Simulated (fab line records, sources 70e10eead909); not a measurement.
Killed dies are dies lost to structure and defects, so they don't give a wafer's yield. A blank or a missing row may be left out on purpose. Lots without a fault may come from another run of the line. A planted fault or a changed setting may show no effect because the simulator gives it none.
A struck lot beside a sound one | flow nand_harc | 18 steps out of a route of 1159
Sound: wafers L722.3, L722.4, L722.5. Struck: wafer L724.1. (L724.2, L724.4 of the same lot were not struck and are left out.) The cause comes at the end.
At each step with rows: each side's tool, then ch and its chambers, then its first start. Under that, the readings that differ: sound wafers | struck wafers | difference of the means | sigmas: that difference in standard deviations of wafers without a fault.
alike: readings whose means differ by less than 2 such deviations, and words and numbers that are the same on both sides. not compared: withheld readings, readings that some wafer has no value for, bounds like >300 that may hide the same value, and numbers for which the record gives no deviation and whose values overlap.
The two part at a step that has a row with sigmas, a row that says differs or no value, or rows on one side only. Numbers that don't overlap but have no deviation are shown without sigmas and don't part them. A reading that every wafer of one side lacks parts them only if that side has two wafers or more.

NHARC_A_SGD_CUT_CD_MEAS_09: target cd 100 nm.
  sound on cd_sem-03 ch 0, day 16 13:12; struck on cd_sem-02 ch 0, day 17 14:40
  reading    | sound             | struck | difference | sigmas
  cd_nm (nm) | 100.8 101.2 101.4 | 99.8   | -1.3       | -3
NHARC_A_SGD_CUT_OVL_MEAS_10:
  sound on overlay-02, day 16 13:17; struck on overlay-01, day 17 14:44
  alike: overlay_x_nm, overlay_y_nm
NHARC_A_SGD_CUT_INSPECT_11:
  sound on defect_inspect-02, day 16 13:19; struck on defect_inspect-02, day 17 14:47
  alike: raw_defect_count
NHARC_A_SGD_CUT_DESCUM_14: chemistry O2, time 3 s.
  sound on rie_diel-01 ch 1,2,3, day 16 13:23; struck on rie_diel-06 ch 2, day 17 14:50
  alike: drypump_motor_current_A, oes_product_au, rf_vpp_V, showerhead_plenum_p_Torr, throttle_valve_pct
  not compared: rf_hours_counter_h
then, 1 step without rows for these wafers: NHARC_A_SGD_CUT_ETCH_58 (etches the open film in CF4, target depth 39 nm, time 65 s).
NHARC_A_SGD_CUT_ETCH_59: etches the open film in N2/H2, target depth 260 nm, time 406.25 s.
  sound on rie_diel-01 ch 0,1,2; struck on rie_diel-06 ch 2
  alike: drypump_motor_current_A, h2_flow_sccm, oes_product_au, rf_vpp_V, showerhead_plenum_p_Torr, throttle_valve_pct
  not compared: rf_hours_counter_h
NHARC_A_SGD_CUT_ETCH_15: etches the open film in CH3F/O2, target depth 75 nm, time 64.3 s.
  sound on rie_diel-01 ch 0,3; struck on rie_diel-06 ch 1
  reading                     | sound       | struck | difference | sigmas
  drypump_motor_current_A (A) | 6.7 6.5 6.5 | 5.5    | -1.1       | -2
  alike: oes_product_au, rf_vpp_V, showerhead_plenum_p_Torr, throttle_valve_pct
  not compared: rf_hours_counter_h
NHARC_A_SGD_CUT_ETCH_16: etches the open film in C4F8/O2/Ar, target depth 310.5 nm, time 155.2 s.
  sound on rie_diel-01 ch 1,2,3; struck on rie_diel-06 ch 3
  alike: oes_product_au, rf_vpp_V
  not compared: rf_hours_counter_h
then, 1 step without rows for these wafers: NHARC_A_SGD_CUT_STRIP_60 (strips in C4F8/O2/Ar).
NHARC_A_SGD_CUT_STRIP_17: strips in O2.
  sound on rie_diel-01 ch 0,3; struck on rie_diel-06 ch 1
  reading                     | sound             | struck | difference | sigmas
  drypump_motor_current_A (A) | 6.5 6.7 6.5       | 5.4    | -1.2       | -2
  oes_product_au (a.u.)       | 0.996 0.998 1.004 | 0.983  | -0.016     | -2
  alike: rf_vpp_V, showerhead_plenum_p_Torr, throttle_valve_pct
  not compared: rf_hours_counter_h
then, 2 steps without rows for these wafers: NHARC_A_SGD_CUT_PRECLEAN_18 (cleans in SC1); NHARC_A_SGD_CUT_SRD_19.
NHARC_A_SGD_CUT_DEP_20: deposits SiO2, target thk 150 nm.
  sound on fcvd-01 ch 0,1, day 16 14:34; struck on fcvd-01 ch 0,1, day 17 15:58
then, 1 step without rows for these wafers: NHARC_A_SGD_CUT_ANNEAL_27 (time 1800 s).
NHARC_A_SGD_CUT_CMP_21: polishes, target thk 148.19 nm.
  sound on cmp-03 ch 2,3, day 16 22:03; struck on cmp-03 ch 2, day 17 20:07
  reading                | sound          | struck | difference | sigmas
  time_to_endpoint_s (s) | 47.1 49.4 49.6 | 25.7   | -23.0      | -9
  alike: motor_current_A
NHARC_A_SGD_CUT_THK_MEAS_22: measures by ellipsometry.
  sound on film_metro-01, day 16 22:19; struck on film_metro-01, day 17 20:23
  reading     | sound             | struck | difference | sigmas
  thk_nm (nm) | 145.9 149.6 149.1 | 91.6   | -56.6      | -38
then, 1 step without rows for these wafers: NHARC_A_SGD_CUT_SRD_23.
-- the record jumps here: 5 days lie between the struck wafers' starts before and after (it left off in module A_SGD_CUT and takes up again in module END, whose first step shown is number 1159 of the route) --
NHARC_END_SORT_01:
  the record has rows for the struck wafers here (prober-01 ch 0, day 23 02:06) and none for the sound ones

WHERE THEY PART
First at NHARC_A_SGD_CUT_CD_MEAS_09; last, within this record, at NHARC_END_SORT_01.

WHY: what the simulator had put in
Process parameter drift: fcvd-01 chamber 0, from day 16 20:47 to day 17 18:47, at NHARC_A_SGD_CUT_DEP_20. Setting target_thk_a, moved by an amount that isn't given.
